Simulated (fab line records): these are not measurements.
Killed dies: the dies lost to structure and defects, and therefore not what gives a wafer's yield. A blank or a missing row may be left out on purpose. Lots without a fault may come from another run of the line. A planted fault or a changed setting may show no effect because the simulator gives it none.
Matching of chambers || flow n5_finfet || N5_HKMG_FIN_ETCH_35 on rie_diel-04: 4 sister chambers
The step etches SOC in N2/H2, target depth 215.8 nm, time 243.4 s. 4 wafers are shown with their chamber, then 9 later ones without.

## WAFERS, EACH WITH ITS CHAMBER
{"wafer": "L086.2", "chamber": 1, "throttle_valve_pct (%)": 18.06}
{"wafer": "L086.4", "chamber": 2, "throttle_valve_pct (%)": 17.88}
{"wafer": "L090.3", "chamber": 3, "throttle_valve_pct (%)": 17.76}
{"wafer": "L090.5", "chamber": 0, "throttle_valve_pct (%)": 17.60}

## WAFERS MISSING THEIR CHAMBER
{"wafer": "L093.1", "throttle_valve_pct (%)": 17.74}
{"wafer": "L093.2", "throttle_valve_pct (%)": 17.63}
{"wafer": "L093.3", "throttle_valve_pct (%)": 17.89}
{"wafer": "L093.4", "throttle_valve_pct (%)": 18.09}
{"wafer": "L093.5", "throttle_valve_pct (%)": 17.89}
{"wafer": "L093.6", "throttle_valve_pct (%)": 18.08}
{"wafer": "L096.2", "throttle_valve_pct (%)": 17.89}
{"wafer": "L096.3", "throttle_valve_pct (%)": 17.62}
{"wafer": "L096.4", "throttle_valve_pct (%)": 17.77}

## EACH ONE'S CHAMBER
{"wafer": "L093.1", "from the rows above": 3, "in truth": 3}
{"wafer": "L093.2", "from the rows above": 0, "in truth": 0}
{"wafer": "L093.3", "from the rows above": 2, "in truth": 2}
{"wafer": "L093.4", "from the rows above": 1, "in truth": 1}
{"wafer": "L093.5", "from the rows above": 2, "in truth": 2}
{"wafer": "L093.6", "from the rows above": 1, "in truth": 1}
{"wafer": "L096.2", "from the rows above": 2, "in truth": 2}
{"wafer": "L096.3", "from the rows above": 0, "in truth": 0}
{"wafer": "L096.4", "from the rows above": 3, "in truth": 3}
Placed correctly: 9 of 9. Left unplaced by these rows: 0. Wrongly placed: 0.
How it was worked out, from the rows above alone: a wafer's distance from a chamber is the root of the sum, over the readings, of the square of ((its reading less the chamber's mean) divided by the reading's scatter). The wafer belongs to the nearest chamber; if the next one is less than 2 further off, it can't be placed. Each chamber's mean is taken over the wafers shown for it. The scatter: with one shown wafer a chamber, the root of the mean of the squares of how far each hidden wafer lies from its nearest shown one.
